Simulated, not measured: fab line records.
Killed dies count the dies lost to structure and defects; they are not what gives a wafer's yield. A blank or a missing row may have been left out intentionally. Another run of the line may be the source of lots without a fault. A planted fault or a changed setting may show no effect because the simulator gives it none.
Split-lot trial -- flow n5_finfet -- 39 wafers read from 7 lots, route of 1938 steps

## THE SPLIT
At N5_FIN_SAQP_ETCH_52 (etches SOC in N2/H2, target depth 100 nm, overetch 20 nm, time 150 s), the setting source_w was moved away from the recipe's 840 W on 18 of the 39 wafers read, by -12.5% to +17.7%. For the rest of the wafers, this setting stayed at what the recipe calls for.

Reading taken at the split's own step.

## THE READING
rf_vpp_V, in V, at N5_FIN_SAQP_ETCH_52 (etches SOC in N2/H2, target depth 100 nm, overetch 20 nm, time 150 s). Typical for fault-free wafers on this fab line: 524.2 V, with standard deviation 2.2 V.

wafer,"tool, chamber at the split","source_w as run, W",against the recipe,"rf_vpp_V, V",against lot-mates on the recipe
L080.1,"rie_diel-01, 0",988.9,+17.7%,498.8,-27.0
L080.2,"rie_diel-01, 3",840,recipe,524.9,-
L080.3,"rie_diel-01, 2",840,recipe,525.2,-
L080.4,"rie_diel-01, 1",840,recipe,527.3,-
L080.5,"rie_diel-01, 1",988.9,+17.7%,499.4,-26.4
L080.6,"rie_diel-01, 0",988.9,+17.7%,498.2,-27.6
L083.1,"rie_diel-04, 3",840,recipe,526.3,-
L083.2,"rie_diel-04, 0",735.1,-12.5%,546.5,+21.6
L083.3,"rie_diel-04, 1",735.1,-12.5%,542.9,+18.0
L083.4,"rie_diel-04, 2",840,recipe,526.2,-
L083.5,"rie_diel-04, 1",735.1,-12.5%,543.4,+18.5
L083.6,"rie_diel-04, 0",840,recipe,522.2,-
L086.1,"rie_diel-04, 0",945.1,+12.5%,502.7,-19.4
L086.2,"rie_diel-04, 1",840,recipe,519.8,-
L086.3,"rie_diel-04, 3",945.1,+12.5%,505.4,-16.7
L086.4,"rie_diel-04, 3",840,recipe,526.0,-
L086.5,"rie_diel-04, 1",840,recipe,520.5,-
L086.6,"rie_diel-04, 0",945.1,+12.5%,503.8,-18.3
L087.2,"rie_diel-02, 0",840,recipe,523.2,-
L087.4,"rie_diel-02, 3",840,recipe,523.1,-
L087.5,"rie_diel-02, 1",840,recipe,522.1,-
L089.1,"rie_diel-02, 2",898.3,+6.9%,511.3,-11.9
L089.2,"rie_diel-02, 3",840,recipe,524.1,-
L089.3,"rie_diel-02, 1",898.3,+6.9%,509.6,-13.6
L089.4,"rie_diel-02, 3",840,recipe,523.1,-
L089.5,"rie_diel-02, 2",840,recipe,522.3,-
L089.6,"rie_diel-02, 1",898.3,+6.9%,511.3,-11.9
L091.1,"rie_diel-01, 2",840,recipe,525.4,-
L091.2,"rie_diel-01, 3",954.7,+13.7%,502.0,-23.1
L091.3,"rie_diel-01, 0",954.7,+13.7%,505.1,-20.0
L091.4,"rie_diel-01, 1",954.7,+13.7%,503.4,-21.7
L091.5,"rie_diel-01, 3",840,recipe,524.7,-
L091.6,"rie_diel-01, 0",840,recipe,525.2,-
L097.1,"rie_diel-02, 1",840,recipe,521.7,-
L097.2,"rie_diel-02, 0",738.1,-12.1%,545.2,+22.9
L097.3,"rie_diel-02, 2",840,recipe,521.8,-
L097.4,"rie_diel-02, 3",840,recipe,523.5,-
L097.5,"rie_diel-02, 1",738.1,-12.1%,544.5,+22.2
L097.6,"rie_diel-02, 0",738.1,-12.1%,545.8,+23.5

FIT RESULTS
A straight line over all 39 wafers: rf_vpp_V changes by -1.57 V for each +1% of source_w; r = -0.99; the points scatter about the line by 2.1 V.
The same after taking each lot's own level away (the mean of its wafers on the recipe; 39 wafers): -1.6 V for each +1%; r = -0.99; scatter 1.8 V.
According to that fit, moving source_w by its largest amount changes the reading by 28 V.
The span of the lots' own levels, 522.10 to 525.80 V, comes to 1.7 times the standard deviation stated above.
So the lot-to-lot level changes the slope little: the two slopes agree.
Check: with one of the wafers moved furthest among these (+17.7%) left out of the fit, the line predicts -28.1 V for it against its lot-mates. Against them it came out at -27 V.
Tool readings at the split's step, against how far the setting was moved: rf_vpp_V r = -0.99.

## THE FILE'S OWN FIT
rf_vpp_V changes by -1.59 V for each +1% of source_w, r = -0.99.
